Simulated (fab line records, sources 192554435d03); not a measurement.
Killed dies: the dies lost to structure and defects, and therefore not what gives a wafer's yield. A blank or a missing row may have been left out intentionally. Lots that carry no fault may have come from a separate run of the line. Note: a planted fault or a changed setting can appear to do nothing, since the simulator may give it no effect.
Matching of chambers || flow n5Finfet || N5_PMOS_HMC_CHANNEL_EPI_ETCH_32 on rieDiel-06: 4 sister chambers
The step etches BARC in N2/H2, stops on SiO2, target depth 85.8 nm, time 50.3 s. 14 wafers are shown with their chamber, then 7 later ones without.

== WAFERS PAIRED WITH THEIR CHAMBERS ==
{"wafer": "L079.1", "chamber": 2, "drypumpMotorCurrentA (A)": 5.9, "showerheadPlenumPTorr (Torr)": 2.52, "throttleValvePct (%)": 18.16}
{"wafer": "L079.3", "chamber": 3, "drypumpMotorCurrentA (A)": 6.5, "showerheadPlenumPTorr (Torr)": 2.66, "throttleValvePct (%)": 17.72}
{"wafer": "L079.5", "chamber": 0, "drypumpMotorCurrentA (A)": 5.1, "showerheadPlenumPTorr (Torr)": 2.44, "throttleValvePct (%)": 17.69}
{"wafer": "L086.2", "chamber": 3, "drypumpMotorCurrentA (A)": 6.4, "showerheadPlenumPTorr (Torr)": 2.66, "throttleValvePct (%)": 17.73}
{"wafer": "L086.3", "chamber": 0, "drypumpMotorCurrentA (A)": 5.2, "showerheadPlenumPTorr (Torr)": 2.43, "throttleValvePct (%)": 17.73}
{"wafer": "L086.4", "chamber": 1, "drypumpMotorCurrentA (A)": 6.6, "showerheadPlenumPTorr (Torr)": 2.72, "throttleValvePct (%)": 17.50}
{"wafer": "L092.1", "chamber": 1, "drypumpMotorCurrentA (A)": 6.6, "showerheadPlenumPTorr (Torr)": 2.71, "throttleValvePct (%)": 17.53}
{"wafer": "L092.2", "chamber": 3, "drypumpMotorCurrentA (A)": 6.5, "showerheadPlenumPTorr (Torr)": 2.65, "throttleValvePct (%)": 17.76}
{"wafer": "L092.5", "chamber": 3, "drypumpMotorCurrentA (A)": 6.5, "showerheadPlenumPTorr (Torr)": 2.65, "throttleValvePct (%)": 17.75}
{"wafer": "L094.2", "chamber": 3, "drypumpMotorCurrentA (A)": 6.4, "showerheadPlenumPTorr (Torr)": 2.65, "throttleValvePct (%)": 17.77}
{"wafer": "L094.5", "chamber": 2, "drypumpMotorCurrentA (A)": 5.9, "showerheadPlenumPTorr (Torr)": 2.51, "throttleValvePct (%)": 18.19}
{"wafer": "L094.6", "chamber": 1, "drypumpMotorCurrentA (A)": 6.6, "showerheadPlenumPTorr (Torr)": 2.71, "throttleValvePct (%)": 17.55}
{"wafer": "L095.1", "chamber": 1, "drypumpMotorCurrentA (A)": 6.6, "showerheadPlenumPTorr (Torr)": 2.71, "throttleValvePct (%)": 17.55}
{"wafer": "L095.3", "chamber": 0, "drypumpMotorCurrentA (A)": 5.2, "showerheadPlenumPTorr (Torr)": 2.43, "throttleValvePct (%)": 17.76}

SIGNATURES, as means of the wafers listed above
{"reading": "drypumpMotorCurrentA", "chamber 0": 5.167, "chamber 1": 6.600, "chamber 2": 5.900, "chamber 3": 6.460, "scatter within a chamber": 0.0432}
{"reading": "showerheadPlenumPTorr", "chamber 0": 2.4333, "chamber 1": 2.7125, "chamber 2": 2.5150, "chamber 3": 2.6540, "scatter within a chamber": 0.00558}
{"reading": "throttleValvePct", "chamber 0": 17.7267, "chamber 1": 17.5325, "chamber 2": 18.1750, "chamber 3": 17.7460, "scatter within a chamber": 0.0251}
Rule: distance of a wafer from a chamber = root of the sum over the readings of ((wafer's reading minus chamber's mean) / reading's scatter) squared. If the next closest chamber is less than 2 further off than the closest, the wafer can't be placed; otherwise it belongs to the closest. The scatter is the square root of a quotient: the sum, over the shown wafers, of each reading's squared deviation from its chamber's mean, divided by wafers minus chambers.

== WAFERS MISSING THEIR CHAMBER ==
{"wafer": "L095.4", "drypumpMotorCurrentA (A)": 5.9, "showerheadPlenumPTorr (Torr)": 2.51, "throttleValvePct (%)": 18.20}
{"wafer": "L096.1", "drypumpMotorCurrentA (A)": 6.5, "showerheadPlenumPTorr (Torr)": 2.65, "throttleValvePct (%)": 17.79}
{"wafer": "L096.2", "drypumpMotorCurrentA (A)": 5.9, "showerheadPlenumPTorr (Torr)": 2.51, "throttleValvePct (%)": 18.20}
{"wafer": "L096.3", "drypumpMotorCurrentA (A)": 5.1, "showerheadPlenumPTorr (Torr)": 2.43, "throttleValvePct (%)": 17.75}
{"wafer": "L097.1", "drypumpMotorCurrentA (A)": 6.5, "showerheadPlenumPTorr (Torr)": 2.65, "throttleValvePct (%)": 17.80}
{"wafer": "L097.4", "drypumpMotorCurrentA (A)": 5.2, "showerheadPlenumPTorr (Torr)": 2.43, "throttleValvePct (%)": 17.76}
{"wafer": "L097.5", "drypumpMotorCurrentA (A)": 5.1, "showerheadPlenumPTorr (Torr)": 2.43, "throttleValvePct (%)": 17.76}

== WHICH CHAMBER EACH ONE RAN IN ==
{"wafer": "L095.4", "from the rows above": 2, "in truth": 2}
{"wafer": "L096.1", "from the rows above": 3, "in truth": 3}
{"wafer": "L096.2", "from the rows above": 2, "in truth": 2}
{"wafer": "L096.3", "from the rows above": 0, "in truth": 0}
{"wafer": "L097.1", "from the rows above": 3, "in truth": 3}
{"wafer": "L097.4", "from the rows above": 0, "in truth": 0}
{"wafer": "L097.5", "from the rows above": 0, "in truth": 0}
7 of 7 placed correctly. Left unplaced by these rows: 0. Wrongly placed: 0.
